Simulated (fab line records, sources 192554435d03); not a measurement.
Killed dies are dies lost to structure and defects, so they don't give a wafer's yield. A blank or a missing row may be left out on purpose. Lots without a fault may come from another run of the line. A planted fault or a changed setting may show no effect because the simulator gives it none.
fab line records | flow n5_finfet
record lots=10 wafers=30 last_day=17
route steps=1938 shown ZERO_LAYER@14 WELL_APT@43 PMOS_HMC_CHANNEL_EPI@57 BEOL_M4@1111 PASSIVATION@1936
lots that met no fault: from a run of the same line without faults
start_h: hours from the record's first day to the start of the lot's first wafer shown | wait_h: hours since the lot's step before | " the same as in the row above | L1.1+2: a row that stands for several wafers | - no value, or no start given | * or withheld: withheld | < > ~ a bound
route shown NAME@n: a module of which the file shows steps, and the number in the route of the first | usual: mean/standard deviation of fault-free wafers | same: alike in all rows | chamber/n: place in a boat | sites: the reading at each site | _std_site: their standard deviation | _edge_site: outer sites' mean less inner sites' | radius_mm: how far each site lies from the wafer's centre | mask NAME#n: copy n | behind: the tool/chamber that last shaped the wafer | hold: why the lot was held/for how many hours/how that ended | device: the transistor (n, p or np) that didn't switch | end of line: the same wafers' tests at the end of the route | a step without rows: its recipe alone | killed: dies lost to structure and defects at the first sort, not the wafer's yield | map: a wafer's dies, x killed, . not, _ none there
set.NAME: the setting as run; set.NAME@STEP: as run at that earlier step | model.NAME: the simulator's own value behind a step, which no gauge read
steps of the route over a sample of lots; a table a step, a row a wafer
services: from which hour (start_h, from the record's first day; less than 0 if before it) a tool's chamber was out of use, for how many hours, and why
## steps
# step N5_ZERO_LAYER_DESCUM_16
# recipe chemistry=O2 time_s=7.9 source_power_w=50 bias_power_w=20 pressure_mtorr=20 rf_frequency_hz=2.712e+07 temp_c=40 o2_flow_sccm=225
# usual drypump_motor_current_A=5.5/0.44 oes_product_au=0.79/0.089 rf_vpp_V=243.1/1.3 showerhead_plenum_p_Torr=2.08/0.074 throttle_valve_pct=20.38/0.24
# columns lot.wafer tool chamber start_h wait_h drypump_motor_current_A oes_product_au rf_hours_counter_h rf_vpp_V showerhead_plenum_p_Torr throttle_valve_pct
L307.3 rie_diel-05 0 24.92 0.3 6.0 0.69 235 241.8 2.07 20.29
L307.4 " 1 " " 5.5 0.79 117 242.4 2.03 20.20
L307.6 " 1 " " 5.5 0.79 - 243.4 2.03 20.21
L308.1 rie_diel-04 1 30.84 0.0 5.0 0.71 183 243.1 2.06 20.33
L308.2 " 2 " " 5.0 0.78 126 240.2 2.01 20.28
L308.3 " 3 " " 5.4 0.69 257 242.6 1.98 20.31
L309.1 rie_diel-05 3 36.86 0.2 5.5 0.89 34 244.8 2.15 20.57
L309.2 " 0 " " 6.1 0.68 239 241.9 2.07 20.28
L309.5 " 2 " " 5.8 0.78 - 243.3 2.13 20.66
L312.2 rie_diel-04 0 54.85 0.2 6.3 0.94 6 242.2 2.04 20.43
L312.3 " 2 " " 5.0 0.77 137 242.0 2.00 20.29
L312.4 " 2 " " 5.0 0.77 - 241.7 2.00 20.28
L314.1 rie_diel-03 1 66.80 0.0 4.9 0.70 225 245.3 2.16 20.61
L314.4 " 2 " " 5.9 0.73 178 241.5 2.00 20.36
L314.5 " 3 " " 5.9 0.70 - 245.0 2.14 20.50
L315.2 rie_diel-03 2 72.71 0.1 6.0 0.74 179 241.3 2.00 20.34
L315.3 " 3 " " 5.9 0.69 243 243.6 2.14 20.51
L315.6 " 0 " " 5.8 0.75 - 244.8 2.21 20.99
L316.3 rie_diel-04 0 78.81 0.0 6.3 0.92 14 241.3 2.04 20.45
L316.5 " 1 " " 5.0 0.69 - 243.6 2.05 20.39
L316.6 " 2 " " 5.0 0.77 - 241.0 2.00 20.30
L318.1 rie_diel-05 0 90.79 0.1 6.1 1.02 1 242.9 2.06 19.98
L318.2 " 1 " " 5.5 0.77 139 243.3 2.02 20.23
L318.5 " 3 " " 5.4 0.85 - 244.3 2.14 20.61
L325.2 rie_diel-03 1 132.80 0.0 4.9 0.67 248 242.7 2.15 20.66
L325.3 " 0 " " 5.8 0.72 156 244.3 2.21 21.02
L325.4 " 2 " " 6.0 0.72 200 242.2 1.99 20.41
L328.2 rie_diel-05 1 150.81 0.0 5.5 0.75 157 241.9 2.02 20.25
L328.4 " 2 " " 5.8 0.75 130 244.2 2.12 20.70
L328.5 " 3 " " 5.5 0.84 - 244.0 2.13 20.62
# step N5_WELL_APT_CD_MEAS_25
# recipe target_cd_nm=200 landing_energy_ev=500 detector=se_inlens
# usual cd_nm=199.8/1.9
# same landing_energy_ev=500
# columns lot.wafer tool chamber start_h wait_h cd_nm
L307.3 cd_sem-02 0 27.32 - 200.8
L307.4 " 0 " " 197.6
L307.6 " 0 " " 196.7
L308.1 cd_sem-02 0 33.00 - 200.4
L308.2 " 0 " " 198.9
L308.3 " 0 " " 200.9
L309.1 cd_sem-01 0 39.11 - 200.5
L309.2 " 0 " " 200.8
L309.5 " 0 " " 202.1
L312.2 cd_sem-02 0 56.98 - 200.8
L312.3 " 0 " " 198.8
L312.4 " 0 " " 200.0
L314.1 cd_sem-02 0 68.90 - 201.4
L314.4 " 0 " " 203.0
L314.5 " 0 " " 201.0
L315.2 cd_sem-01 0 74.86 - 197.7
L315.3 " 0 " " 200.7
L315.6 " 0 " " 200.9
L316.3 cd_sem-02 0 81.24 - 201.0
L316.5 " 0 " " 201.1
L316.6 " 0 " " 199.0
L318.1 cd_sem-02 0 93.25 - 200.9
L318.2 " 0 " " 199.1
L318.5 " 0 " " 202.7
L325.2 cd_sem-01 0 135.08 - 198.6
L325.3 " 0 " " 195.1
L325.4 " 0 " " 198.8
L328.2 cd_sem-03 0 153.00 - 199.4
L328.4 " 0 " " 202.9
L328.5 " 0 " " 199.7
# step N5_WELL_APT_IMPLANT_32
# recipe species=BF2 energy_kev=50 dose_cm2=2e+13 tilt_deg=0 rotation_deg=0
# usual dose_ions_cm2=1.9997e+13/2.3e+10 faraday_current_uA=254/4.7
# columns lot.wafer tool chamber start_h wait_h dose_ions_cm2 faraday_current_uA
L307.3 implanter-01 0 27.74 0.1 2e+13 253
L307.4 " 0 " " 1.9989e+13 248
L307.6 " 0 " " 1.9985e+13 250
L308.1 implanter-01 0 34.06 0.1 1.9994e+13 253
L308.2 " 0 " " 1.9984e+13 252
L308.3 " 0 " " 1.9985e+13 253
L309.1 implanter-02 0 39.48 0.1 2.0023e+13 253
L309.2 " 0 " " 2.0008e+13 251
L309.5 " 0 " " 1.9986e+13 256
L312.2 implanter-02 0 57.37 0.1 1.9987e+13 252
L312.3 " 0 " " 2.001e+13 250
L312.4 " 0 " " 1.9981e+13 260
L314.1 implanter-01 0 69.34 0.1 1.9989e+13 251
L314.4 " 0 " " 1.9999e+13 262
L314.5 " 0 " " 1.9995e+13 261
L315.2 implanter-01 0 75.25 0.1 2.0021e+13 261
L315.3 " 0 " " 2.001e+13 251
L315.6 " 0 " " 2.0012e+13 252
L316.3 implanter-02 0 81.66 0.1 2.3195e+13 285
L316.5 " 0 " " 2.3172e+13 297
L316.6 " 0 " " 2.3202e+13 300
L318.1 implanter-02 0 95.12 0.1 2.3237e+13 299
L318.2 " 0 " " 2.3241e+13 291
L318.5 " 0 " " 2.3212e+13 294
L325.2 implanter-01 0 135.53 0.1 2.0006e+13 256
L325.3 " 0 " " 1.9963e+13 259
L325.4 " 0 " " 1.9984e+13 248
L328.2 implanter-02 0 153.40 0.1 1.9992e+13 264
L328.4 " 0 " " 2.0021e+13 249
L328.5 " 0 " " 1.9986e+13 256
# step N5_PMOS_HMC_CHANNEL_EPI_HM_DEP_34
# recipe material=SiO2 target_thk_a=360 temp_c=400 precursor=TEOS/O2 pressure_torr=6.5 rf_w=900 teos_flow_sccm=161.4 gas=O2 flow_sccm=2650 time_s=6.9
# usual heater_power_w=586/140 showerhead_plenum_p_Torr=8.334/0.019 throttle_valve_pct=18.6/0.65
# columns lot.wafer tool chamber start_h wait_h heater_power_w showerhead_plenum_p_Torr throttle_valve_pct
L307.3 pecvd-01 2 29.31 0.0 776 8.344 17.5
L307.4 " 0 " " 669 8.345 18.9
L307.6 " 1 " " 795 8.315 19.3
L308.1 pecvd-04 0 35.58 0.0 543 8.351 18.4
L308.2 " 1 " " 392 8.331 18.4
L308.3 " 2 " " 533 8.341 19.2
L309.1 pecvd-04 1 41.08 0.0 385 8.330 18.4
L309.2 " 2 " " 636 8.334 19.0
L309.5 " 0 " " 588 8.346 18.4
L312.2 pecvd-02 1 58.94 0.0 482 8.343 19.6
L312.3 " 2 " " 555 8.367 16.9
L312.4 " 1 " " 495 8.338 19.8
L314.1 pecvd-04 2 70.93 0.0 613 8.330 19.1
L314.4 " 2 " " 608 8.331 19.0
L314.5 " 0 " " 518 8.331 18.6
L315.2 pecvd-01 2 77.13 0.0 823 8.323 17.3
L315.3 " 0 " " 727 8.365 19.3
L315.6 " 1 " " 787 8.311 19.0
L316.3 pecvd-01 0 83.22 0.0 609 8.378 19.1
L316.5 " 2 " " 819 8.326 17.3
L316.6 " 0 " " 623 8.360 19.2
L318.1 pecvd-04 0 96.69 0.0 483 8.338 18.5
L318.2 " 2 " " 506 8.356 18.9
L318.5 " 2 " " 503 8.330 18.9
L325.2 pecvd-04 2 137.06 0.0 564 8.347 18.9
L325.3 " 1 " " 435 8.337 18.4
L325.4 " 2 " " 554 8.341 18.9
L328.2 pecvd-01 2 155.39 0.0 765 8.346 17.4
L328.4 " 0 " " 685 8.355 19.4
L328.5 " 1 " " 791 8.289 19.2
# step N5_BEOL_M4_RC_MEAS_101
# usual CJ_N=4.37/0.08 DIBL_N=36.9/1.7 DIBL_P=37.3/2.3 IOFF_N=0.16/0.033 IOFF_P=0.22/0.04 ION_N=673/12 ION_P=463/8 SS_N=71.6/0.58 SS_P=73.4/0.74 VT_N=250/3.2 VT_P=-250/3.4
# columns lot.wafer tool chamber start_h wait_h CJ_N DIBL_N[mV/V] DIBL_P[mV/V] IOFF_N[nA/um] IOFF_P[nA/um] ION_N[uA/um] ION_P[uA/um] SS_N[mV/dec] SS_P[mV/dec] VT_N[mV] VT_P[mV]
L308.1 prober-02 0 186.13 0.0 4.32 37.3 38.3 0.18 0.23 676 460 72.1 73.7 249 -249
L308.2 " 0 " " 4.22 36.1 37.8 0.16 0.22 668 464 71.6 72.9 252 -250
L308.3 " 0 " " 4.32 36.7 38.3 0.18 0.24 684 475 72.0 72.8 247 -249
L307.3 prober-02 0 190.68 0.3 4.33 39.3 42.2 0.25 0.33 684 475 72.0 73.5 245 -245
L307.4 " 0 " " 4.34 38.8 40.3 0.20 0.28 681 465 71.8 74.5 248 -247
L307.6 " 0 " " 4.29 36.7 38.6 0.17 0.25 695 480 72.0 72.9 250 -247
L309.1 prober-01 0 194.08 0.0 4.37 38.5 38.0 0.19 0.23 677 456 72.2 73.7 247 -252
L309.2 " 0 " " 4.40 35.9 34.2 0.13 0.18 656 452 71.5 72.1 252 -255
L309.5 " 0 " " 4.43 35.7 33.9 0.14 0.17 658 446 71.7 72.0 253 -257
L312.2 prober-01 0 218.35 0.2 4.40 40.5 41.6 0.24 0.30 687 473 72.5 74.3 245 -245
L312.3 " 0 " " 4.51 37.7 37.0 0.17 0.21 668 462 71.4 73.4 249 -250
L312.4 " 0 " " 4.40 36.3 35.5 0.14 0.19 661 454 71.3 72.9 251 -251
L314.1 prober-01 0 222.10 0.0 4.46 38.8 40.5 0.21 0.24 681 464 71.4 74.4 245 -252
L314.4 " 0 " " 4.41 40.4 43.5 0.25 0.30 695 458 72.5 75.2 245 -245
L314.5 " 0 " " 4.38 39.5 43.2 0.25 0.30 703 476 71.6 75.5 241 -247
L315.2 prober-02 0 225.60 0.2 4.35 38.0 39.0 0.20 0.30 690 487 71.6 73.9 245 -242
L315.3 " 0 " " 4.27 37.7 38.5 0.17 0.29 669 474 71.6 74.0 251 -245
L315.6 " 0 " " 4.37 37.2 37.2 0.16 0.25 673 471 71.3 72.9 251 -245
L316.3 prober-01 0 242.60 0.3 4.82 37.9 37.6 0.16 0.21 660 458 71.6 73.0 249 -251
L316.5 " 0 " " 4.77 37.2 38.4 0.16 0.24 671 470 71.2 73.5 250 -247
L316.6 " 0 " " 4.81 36.3 37.6 0.15 0.22 680 473 71.1 73.7 250 -247
L318.1 prober-01 0 254.55 0.0 4.72 38.0 38.6 0.19 0.26 679 467 71.3 74.6 246 -248
L318.2 " 0 " " 4.85 38.1 38.1 0.19 0.25 688 469 71.5 73.7 245 -248
L318.5 " 0 " " 4.74 38.1 37.8 0.18 0.24 685 465 72.5 73.2 246 -248
L325.2 prober-02 0 304.66 0.2 4.36 37.1 37.2 0.18 0.22 677 461 71.6 74.7 246 -251
L325.3 " 0 " " 4.30 34.8 35.2 0.14 0.18 677 458 70.7 72.4 252 -254
L325.4 " 0 " " 4.32 32.6 31.7 0.10 0.15 650 449 69.9 72.3 257 -259
L328.2 prober-02 0 311.07 0.2 4.10 36.1 35.9 0.13 0.19 649 447 71.3 72.5 254 -250
L328.4 " 0 " " 4.19 38.0 37.9 0.15 0.22 676 464 71.4 73.6 252 -249
L328.5 " 0 " " 4.24 37.1 36.7 0.14 0.20 662 456 70.7 73.4 252 -253
# step N5_PASSIVATION_PROBE_49
# usual defect_limited_yield=91.2/1.3 killed_at_M0_to_M3=34/10 killed_at_M4_up=13/4.6 killed_at_contacts=13/5.5 killed_at_front_end=41/12 killed_at_other=2.8/2.4 killed_dies=104/16 killed_open=67/12 killed_short=33/7.2 sort_bin_4_leakage=0.00/0.012 sort_bin_5_function=5.1/0.86 sort_bin_6_memory=3.3/0.62 sort_bin_8_speed=0.00/0.014 sort_n_pass=1076/16
# same gross_dies=1180 killed_at_back_side=0
# columns lot.wafer tool chamber start_h wait_h defect_limited_yield[%] killed_at_M0_to_M3 killed_at_M4_up killed_at_contacts killed_at_front_end killed_at_other killed_dies killed_open killed_short sort_bin_4_leakage[%] sort_bin_5_function[%] sort_bin_6_memory[%] sort_bin_8_speed[%] sort_n_pass
L308.1 prober-01 - 298.87 0.0 88.5 30 19 27 58 2 136 100 33 0 6.9 4.2 0 1044
L308.2 prober-01 - 298.92 0.1 92.0 21 19 9 38 7 94 57 36 0 5.0 2.7 0 1086
L308.3 prober-01 - 298.97 0.1 92.5 20 16 8 39 6 89 59 28 0 4.7 2.6 0 1091
L309.1 prober-02 - 301.86 0.0 91.7 32 9 25 31 1 98 61 31 0 4.6 3.3 0 1082
L309.2 prober-02 - 301.91 0.1 92.6 30 7 14 36 0 87 56 26 0 4.2 2.9 0 1093
L309.5 prober-02 - 302.06 0.2 92.6 21 14 19 25 8 87 60 26 0 4.2 3.1 0 1093
L315.2 prober-02 - 335.66 0.1 89.2 38 19 16 52 2 127 92 29 0 6.4 4.0 0 1053
L315.3 prober-02 - 335.71 0.1 89.9 37 14 19 49 0 119 67 44 0 5.9 3.4 0 1061
L315.6 prober-02 - 335.86 0.3 90.7 33 13 21 41 2 110 69 41 0 6.4 2.5 0 1070
L316.5 prober-01 - 360.67 1.1 89.2 48 17 15 47 0 127 83 33 0 6.5 3.1 0 1053
L325.2 prober-01 - 407.35 0.1 91.4 37 16 18 28 2 101 61 34 0 4.9 3.3 0 1079
L325.3 prober-01 - 407.40 0.1 95.0 25 4 12 18 0 59 44 9 0 2.8 1.9 0 1121
L325.4 prober-01 - 407.45 0.2 93.1 26 11 13 30 1 81 56 19 0 4.4 2.2 0 1099
# killed by level:class
L308.1 MOL_CONTACT_COAG:geometric_particle:open=21 STI_FIN_REVEAL:geometric_particle:open=19 BEOL_M4:geometric_particle:open=12 FIN_SAQP:geometric_particle:open=10 BEOL_M3:geometric_particle:open=10 FIN_SAQP:geometric_particle:short=8 MOL_CONTACT_COAG:geometric_particle:short=6 STI_FIN_REVEAL:geometric_particle:short=5
L308.2 FIN_SAQP:geometric_particle:open=10 BEOL_M3:geometric_particle:open=7 STI_FIN_REVEAL:geometric_particle:open=7 FIN_SAQP:geometric_particle:short=6 MOL_CONTACT_COAG:geometric_particle:open=6 BEOL_M4:geometric_particle:open=6 BEOL_M4:geometric_particle:short=6 BEOL_M0_SAQP:geometric_particle:open=3
L308.3 FIN_SAQP:geometric_particle:open=12 FIN_SAQP:geometric_particle:short=11 MOL_CONTACT_COAG:geometric_particle:open=7 BEOL_M4:geometric_particle:open=7 STI_FIN_REVEAL:geometric_particle:open=5 BEOL_M3:geometric_particle:open=5 BEOL_M0:geometric_particle:open=4 BEOL_M0_SAQP:geometric_particle:short=3
L309.1 MOL_CONTACT_COAG:geometric_particle:open=16 STI_FIN_REVEAL:geometric_particle:open=9 MOL_CONTACT_COAG:geometric_particle:short=8 BEOL_M3:geometric_particle:open=7 BEOL_M2:geometric_particle:open=6 FIN_SAQP:geometric_particle:short=5 STI_FIN_REVEAL:geometric_particle:short=4 BEOL_M0_SAQP:geometric_particle:open=4
L309.2 MOL_CONTACT_COAG:geometric_particle:open=11 BEOL_M3:geometric_particle:open=11 GATE_CUT:geometric_particle:short=8 FIN_SAQP:geometric_particle:short=7 BEOL_M0_SAQP:geometric_particle:open=6 DUMMY_GATE:geometric_particle:open=5 STI_FIN_REVEAL:geometric_particle:open=4 FIN_SAQP:geometric_particle:open=3
L309.5 MOL_CONTACT_COAG:geometric_particle:open=18 FIN_SAQP:geometric_particle:short=6 BEOL_M0_SAQP:geometric_particle:short=5 BEOL_M2:geometric_particle:open=5 STI_FIN_REVEAL:geometric_particle:open=4 DUMMY_GATE:geometric_particle:open=4 BEOL_M0_SAQP:geometric_particle:open=4 BEOL_M4:geometric_particle:open=4
L315.2 MOL_CONTACT_COAG:geometric_particle:open=14 BEOL_M2:geometric_particle:open=11 BEOL_M4:geometric_particle:open=10 FIN_SAQP:geometric_particle:open=8 GATE_CUT:geometric_particle:open=7 BEOL_M3:geometric_particle:open=7 DUMMY_GATE:geometric_particle:open=6 GATE_CUT:geometric_particle:short=6
L315.3 MOL_CONTACT_COAG:geometric_particle:open=14 BEOL_M0_SAQP:geometric_particle:open=10 STI_FIN_REVEAL:geometric_particle:open=9 BEOL_M0_SAQP:geometric_particle:short=9 BEOL_M4:geometric_particle:open=8 HKMG_FIN:area_etch=7 FIN_SAQP:geometric_particle:short=6 BEOL_M1:geometric_particle:short=6
L315.6 MOL_CONTACT_COAG:geometric_particle:open=15 BEOL_M3:geometric_particle:open=11 STI_FIN_REVEAL:geometric_particle:open=8 BEOL_M4:geometric_particle:open=8 BEOL_M0_SAQP:geometric_particle:short=7 FIN_SAQP:geometric_particle:open=6 GATE_CUT:geometric_particle:short=6 MOL_CONTACT_COAG:geometric_particle:short=6
L316.5 BEOL_M2:geometric_particle:open=12 FIN_SAQP:geometric_particle:open=10 STI_FIN_REVEAL:geometric_particle:open=10 MOL_CONTACT_COAG:geometric_particle:open=10 HKMG_FIN:area_etch=10 BEOL_M3:geometric_particle:open=9 BEOL_M4:geometric_particle:open=6 BEOL_M1:geometric_particle:open=6
L325.2 MOL_CONTACT_COAG:geometric_particle:open=12 BEOL_M0_SAQP:geometric_particle:short=10 BEOL_M2:geometric_particle:open=7 STI_FIN_REVEAL:geometric_particle:open=6 MOL_CONTACT_COAG:geometric_particle:short=6 BEOL_M1:geometric_particle:open=5 BEOL_M0_SAQP:geometric_particle:open=5 BEOL_M4:geometric_particle:open=5
L325.3 BEOL_M3:geometric_particle:open=10 MOL_CONTACT_COAG:geometric_particle:open=8 STI_FIN_REVEAL:geometric_particle:open=4 MOL_CONTACT_COAG:geometric_particle:short=4 BEOL_M2:geometric_particle:open=4 DUMMY_GATE:geometric_particle:open=3 BEOL_M0_SAQP:geometric_particle:open=3 STARTING-WAFER:geometric_particle:open=3
L325.4 MOL_CONTACT_COAG:geometric_particle:open=11 BEOL_M1:geometric_particle:open=9 FIN_SAQP:geometric_particle:open=5 BEOL_M3:geometric_particle:open=5 FIN_SAQP:geometric_particle:short=3 STI_FIN_REVEAL:geometric_particle:short=3 STI_FIN_REVEAL:geometric_particle:open=3 DUMMY_GATE:geometric_particle:open=3
## services
# columns tool chamber start_h hours kind
rie_diel-04 2 9.42 16.4 repair
implanter-01 - 18.69 2.8 repair
pecvd-04 2 23.23 5.5 scheduled_down
rie_diel-04 0 25.88 - clean
rie_diel-04 0 25.88 - consumable_replace:focus_ring
rie_diel-04 0 25.88 17.4 scheduled_down
rie_diel-04 0 25.88 17.4 vent_cycle
rie_diel-04 3 43.35 - clean
rie_diel-04 3 43.35 - consumable_replace:focus_ring
rie_diel-04 3 43.35 - consumable_replace:showerhead
rie_diel-04 3 43.35 18.9 scheduled_down
pecvd-04 - 54.39 6.0 pm
pecvd-02 - 61.97 5.5 pm
implanter-01 - 63.18 5.3 pm
rie_diel-05 0 69.06 - clean
rie_diel-05 0 69.06 - consumable_replace:focus_ring
rie_diel-05 0 69.06 19.3 scheduled_down
rie_diel-05 0 69.06 19.3 vent_cycle
pecvd-02 - 72.77 0.4 repair
rie_diel-03 3 74.51 6.5 repair
rie_diel-03 0 83.65 4.6 repair
pecvd-02 - 102.66 6.0 pm
pecvd-04 - 133.78 1.2 repair
implanter-01 - 142.46 17.0 pm
## key
first_sign step=N5_WELL_APT_IMPLANT_32 reading=dose_ions_cm2 direction=up sigmas=99+ usual=1.9997e+13 struck=2.321e+13
effect step=N5_WELL_APT_IMPLANT_32 reading=faraday_current_uA direction=up sigmas=8.6 usual=254 struck=294
effect step=N5_BEOL_M4_RC_MEAS_101 reading=CJ_N direction=up sigmas=5.3 usual=4.37 struck=4.79
met_at N5_WELL_APT_IMPLANT_32
struck_lots L316,L318
baseline_loss step=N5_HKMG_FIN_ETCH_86 wafers=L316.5
not_acting_at N5_ZERO_LAYER_DESCUM_16,N5_WELL_APT_CD_MEAS_25,N5_PMOS_HMC_CHANNEL_EPI_HM_DEP_34
onset_between 57.37 81.66
fault kind=process_parameter_drift tool=implanter-02 chamber=- onset_h=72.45 steps=N5_WELL_APT_IMPLANT_32 channel=dose_cm2 offset=3.2057e+12 shape=step end_h=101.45 acts_in=these_recipes_only stated=2e+13
# baseline_loss: these wafers lose ten dies or more at that step, a loss of the line's own and not of a fault; the sort's usual values leave them out
